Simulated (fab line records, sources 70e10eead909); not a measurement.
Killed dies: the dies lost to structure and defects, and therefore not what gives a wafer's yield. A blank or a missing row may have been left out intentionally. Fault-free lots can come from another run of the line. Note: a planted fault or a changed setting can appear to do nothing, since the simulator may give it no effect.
Which of the tools did it? | flow nandHarc | 14 lots, 42 wafers sampled, at 6 steps of a route of 1302

WHAT THE GAUGES SHOWED, per wafer
NHARC_A_START_INSPECT_01. Usual: rawDefectCount reads 3.6 (standard deviation 1.9).
lot  | measured     | on               | rawDefectCount | flag
L937 | day 6 21:46  | defectInspect-01 | 7 5 1          | 
L939 | day 7 14:26  | defectInspect-02 | 2 6 6          | 
L940 | day 8 00:00  | defectInspect-01 | 3 6 0          | 
L941 | day 8 07:07  | defectInspect-01 | 3 3 1          | 
L942 | day 8 17:33  | defectInspect-01 | 11 4 6         | 
L938 | day 9 04:59  | defectInspect-02 | 3 2 4          | 
L943 | day 9 08:27  | defectInspect-01 | 4 0 3          | 
L947 | day 10 21:38 | defectInspect-02 | 1 1 4          | 
L949 | day 11 20:48 | defectInspect-01 | 5 6 2          | 
L950 | day 12 16:09 | defectInspect-01 | 3 5 6          | 
L951 | day 12 16:29 | defectInspect-01 | 1 2 2          | 
L957 | day 15 02:21 | defectInspect-01 | 7 2 3          | 
L958 | day 15 12:59 | defectInspect-02 | 3 3 4          | 
L959 | day 15 19:19 | defectInspect-01 | 7 3 4          | 

NHARC_A_ZERO_WELL_INSPECT_17. Usual: rawDefectCount reads 11 (standard deviation 5.2).
lot  | measured     | on               | rawDefectCount | flag
L937 | day 7 00:04  | defectInspect-01 | 23 22 11       | 
L939 | day 7 16:37  | defectInspect-01 | 11 14 11       | 
L940 | day 8 02:19  | defectInspect-02 | 2 6 5          | 
L941 | day 8 09:27  | defectInspect-02 | 11 17 25       | 
L942 | day 8 19:53  | defectInspect-02 | 3 15 15        | 
L938 | day 9 07:09  | defectInspect-02 | 10 8 6         | 
L943 | day 9 10:46  | defectInspect-02 | 11 9 15        | 
L947 | day 10 23:49 | defectInspect-01 | 7 6 19         | 
L949 | day 11 23:09 | defectInspect-01 | 14 7 8         | 
L950 | day 12 18:20 | defectInspect-01 | 13 10 10       | 
L951 | day 12 18:47 | defectInspect-01 | 11 6 5         | 
L957 | day 15 04:40 | defectInspect-01 | 12 17 6        | 
L958 | day 15 15:17 | defectInspect-01 | 13 13 9        | 
L959 | day 15 21:36 | defectInspect-01 | 17 17 16       | 

NHARC_A_ONON_D1_THK_MEAS_05: measures by ellipsometry. Usual: thkNm reads 1000 nm (standard deviation 9.7).
lot  | measured     | on           | thkNm (nm)     | flag
L937 | day 7 23:13  | filmMetro-02 | 1002 1003 1002 | 
L939 | day 8 15:25  | filmMetro-02 | 1001 1000 1001 | 
L940 | day 8 23:12  | filmMetro-02 | 997 996 996    | 
L941 | day 9 06:26  | filmMetro-01 | 1022 1022 1021 | 
L942 | day 9 20:25  | filmMetro-01 | 985 983 986    | 
L938 | day 10 06:15 | filmMetro-02 | 1009 1007 1010 | 
L943 | day 10 10:35 | filmMetro-02 | 990 991 990    | 
L947 | day 11 19:25 | filmMetro-02 | 994 994 991    | 
L949 | day 12 20:09 | filmMetro-02 | 1557 1557 1556 | OFF
L950 | day 13 18:31 | filmMetro-02 | 995 994 995    | 
L951 | day 13 18:31 | filmMetro-02 | 1562 1564 1562 | OFF
L957 | day 16 03:21 | filmMetro-01 | 1007 1006 1006 | 
L958 | day 16 12:53 | filmMetro-01 | 999 999 997    | 
L959 | day 16 18:37 | filmMetro-01 | 987 989 986    | 

NHARC_END_SORT_01. Usual: killedAtArray 55, standard deviation 22; killedAtOther 1.1, standard deviation 1.4; killedAtPeriphery 4, standard deviation 3.2; killedDies 59, standard deviation 22; killedOpen 3.3, standard deviation 1.8; killedShort 2.5, standard deviation 1.5.
lot  | measured     | on        | killedAtArray | killedAtOther | killedAtPeriphery | killedDies  | killedOpen | killedShort | flag
L949 | day 29 17:55 | prober-02 | 674 676 669   | 0 0 2         | 3 1 6             | 677 677 677 | 3 3 3      | 3 3 1       | OFF
L951 | day 30 20:51 | prober-01 | 674 675 673   | 1 1 1         | 2 1 3             | 677 677 677 | 4 5 4      | 3 1 2       | OFF

TOOL THAT RAN EACH LOT (tool first, then ch and the chambers of the sampled wafers, then the start)
lot  | NHARC_A_ZERO_WELL_RTA_16        | NHARC_A_ONON_D1_DEP_03
L937 | rtpAnneal-01 ch 0, day 6 23:53  | pecvdOnon-02 ch 0, day 7 22:46
L939 | rtpAnneal-01 ch 0, day 7 16:25  | pecvdOnon-02 ch 0, day 8 14:55
L940 | rtpAnneal-01 ch 0, day 8 02:07  | pecvdOnon-01 ch 0, day 8 22:41
L941 | rtpAnneal-01 ch 0, day 8 09:17  | pecvdOnon-01 ch 0, day 9 05:59
L942 | rtpAnneal-01 ch 0, day 8 19:44  | pecvdOnon-01 ch 0, day 9 20:02
L938 | rtpAnneal-01 ch 0, day 9 06:57  | pecvdOnon-03 ch 0, day 10 05:45
L943 | rtpAnneal-02 ch 0, day 9 10:34  | pecvdOnon-01 ch 0, day 10 10:05
L947 | rtpAnneal-01 ch 0, day 10 23:38 | pecvdOnon-02 ch 0, day 11 18:54
L949 | rtpAnneal-02 ch 0, day 11 22:57 | pecvdOnon-02 ch 0, day 12 19:38
L950 | rtpAnneal-02 ch 0, day 12 18:08 | pecvdOnon-03 ch 0, day 13 18:00
L951 | rtpAnneal-01 ch 0, day 12 18:35 | pecvdOnon-02 ch 0, day 13 18:01
L957 | rtpAnneal-01 ch 0, day 15 04:28 | pecvdOnon-01 ch 0, day 16 02:48
L958 | rtpAnneal-01 ch 0, day 15 15:05 | pecvdOnon-01 ch 0, day 16 12:23
L959 | rtpAnneal-01 ch 0, day 15 21:25 | pecvdOnon-03 ch 0, day 16 18:07
- NHARC_A_ZERO_WELL_RTA_16: time 10 s.
- NHARC_A_ONON_D1_DEP_03: target thk 1000 nm.

WHAT THE TOOLS THEMSELVES READ (means of the sampled wafers that have a number; where no wafer has one, the mark that the record gives instead)
NHARC_A_ZERO_WELL_RTA_16. Usual: lampPowerPct 27.6 %, standard deviation 0.57; lamp_zone_4_pct 27.6 %, standard deviation 0.57; wafer_temp_C_max 1004.2, standard deviation 0.98.
lot  | tool         | lampPowerPct (%) | lamp_zone_4_pct (%) | wafer_temp_C_max | flag
L937 | rtpAnneal-01 | 28.0             | 28.0                | 1004.4           | 
L939 | rtpAnneal-01 | 28.0             | 28.0                | 1004.6           | 
L940 | rtpAnneal-01 | 28.0             | 28.0                | 1004.5           | 
L941 | rtpAnneal-01 | 28.0             | 28.0                | 1003.7           | 
L942 | rtpAnneal-01 | 28.0             | 28.0                | 1005.1           | 
L938 | rtpAnneal-01 | 28.0             | 28.0                | 1003.9           | 
L943 | rtpAnneal-02 | 26.7             | 26.8                | 1003.2           | 
L947 | rtpAnneal-01 | 28.0             | 28.0                | 1005.2           | 
L949 | rtpAnneal-02 | 26.8             | 26.8                | 1004.1           | 
L950 | rtpAnneal-02 | 26.7             | 26.8                | 1003.6           | 
L951 | rtpAnneal-01 | 28.0             | 28.0                | 1004.2           | 
L957 | rtpAnneal-01 | 28.0             | 28.0                | 1005.0           | 
L958 | rtpAnneal-01 | 28.0             | 28.0                | 1003.8           | 
L959 | rtpAnneal-01 | 28.0             | 28.0                | 1004.3           | 

THE ANSWER, worked out from the rows above alone
Rule: a lot is off if the mean of its wafers that have a number lies more than 3 standard deviations from the usual mean. A lot without any number at a reading at which 4 lots or more have one is off too. The other lots that the step has rows for count as sound. The gauges are gone through in route order, then the tools' own readings, and for those a lot's mean is taken as printed above. The first step at which some lot is off is used, and at that step the reading that is off furthest; a lot without a number counts as furthest.
Off at NHARC_A_ONON_D1_THK_MEAS_05 (thkNm): L949, L951.
A tool fits if, at a process step before that reading, it ran every lot that is off, and no sound lot after the first of them. Not tried: the gauges at NHARC_A_ONON_D1_THK_MEAS_05; whatever is off there is also off at NHARC_END_SORT_01, on other tools, and gauge error can't account for it. One fits: pecvdOnon-02 at NHARC_A_ONON_D1_DEP_03. Its last sound lot is L947 (day 11 18:54), its first lot that is off L949 (day 12 19:38): a fault that began between those two fits.

WHAT THE SIMULATOR PUT IN
pecvdOnon-02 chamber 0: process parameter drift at NHARC_A_ONON_D1_DEP_03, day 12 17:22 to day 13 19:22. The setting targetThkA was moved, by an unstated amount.
Lots struck among those shown: L949, L951. The same result came from the rule above.
